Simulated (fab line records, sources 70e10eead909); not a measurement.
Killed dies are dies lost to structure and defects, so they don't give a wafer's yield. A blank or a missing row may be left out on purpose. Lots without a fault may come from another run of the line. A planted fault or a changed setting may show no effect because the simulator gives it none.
Which tool did it? | flow nand_harc | 6 lots, 18 wafers sampled, at 5 steps of a route of 1302

WHAT THE GAUGES READ, wafer by wafer
NHARC_END_SORT_01.
lot  | measured     | on        | killed_at_array
L243 | day 24 04:23 | prober-01 | 50 62 57

WHICH TOOL RAN EACH LOT (tool, then ch and the chambers of the sampled wafers, then the start)
lot  | NHARC_A_CHANNEL_HOLE_D2_ETCH_22  | NHARC_A_CHANNEL_FILL_D2_ALD_02   | NHARC_A_CHANNEL_FILL_D2_ALD_16   | NHARC_A_CHANNEL_FILL_D2_ETCHBACK_19
L243 | har_etch-02 ch 0,1, day 13 05:20 | ald_hk-04 ch 0,1,3, day 13 10:22 | ald_hk-03 ch 1,2, day 13 22:28   | rie_si-06 ch 1,2,3, day 14 11:23
L244 | har_etch-02 ch 0,1, day 14 11:55 | ald_hk-01 ch 0,1, day 14 17:51   | ald_hk-04 ch 0,2,3, day 15 06:02 | rie_si-05 ch 0,2,3, day 15 18:01
L251 | har_etch-01 ch 0,1, day 16 21:25 | ald_hk-04 ch 0,1,3, day 17 02:25 | ald_hk-04 ch 1,2,3, day 17 13:46 | rie_si-02 ch 0,1,2, day 18 01:51
L257 | har_etch-01 ch 0,1, day 19 08:01 | ald_hk-03 ch 2,3, day 19 12:56   | ald_hk-04 ch 2,3, day 20 01:20   | rie_si-06 ch 1,2, day 20 13:53
L260 | har_etch-01 ch 0,1, day 20 19:30 | ald_hk-04 ch 0,1,3, day 21 00:33 | ald_hk-04 ch 0,2, day 21 12:46   | rie_si-05 ch 1,2, day 22 01:38
L262 | har_etch-02 ch 0,1, day 21 12:16 | ald_hk-01 ch 0,1,3, day 21 17:22 | ald_hk-04 ch 1,2,3, day 22 05:35 | rie_si-02 ch 0,2,3, day 22 17:29
- NHARC_A_CHANNEL_HOLE_D2_ETCH_22: etches the open film in C4F8/O2/Ar, time 666.7 s, target depth 1600 nm.
- NHARC_A_CHANNEL_FILL_D2_ALD_02: deposits SiO2, target thk 6 nm, pulse time 10 s, ald cycles 60.
- NHARC_A_CHANNEL_FILL_D2_ALD_16: deposits SiO2, target thk 1.5 nm, pulse time 10 s, ald cycles 15.
- NHARC_A_CHANNEL_FILL_D2_ETCHBACK_19: etches the open film in HBr/Cl2, target depth 5 nm, time 1.7 s.

THE ANSWER, worked out from the rows above alone
Rule: what is usual is taken from the lots themselves. Put in order of their means at a reading, lots are off if they are a third of the lots or fewer, leave a main group of 4 or more, and stand apart from it by a gap of 3 or more times the standard deviation of the main group's means; of several such gaps the widest counts. A main group whose means are all the same, to the digits that the tables above print for the reading, isn't used. A lot without any number at a reading at which 4 lots or more have one is off too. The other lots that the step has rows for count as sound.
No lot is off at any reading shown: from this, nothing can be told.

WHAT THE SIMULATOR HAD PUT IN
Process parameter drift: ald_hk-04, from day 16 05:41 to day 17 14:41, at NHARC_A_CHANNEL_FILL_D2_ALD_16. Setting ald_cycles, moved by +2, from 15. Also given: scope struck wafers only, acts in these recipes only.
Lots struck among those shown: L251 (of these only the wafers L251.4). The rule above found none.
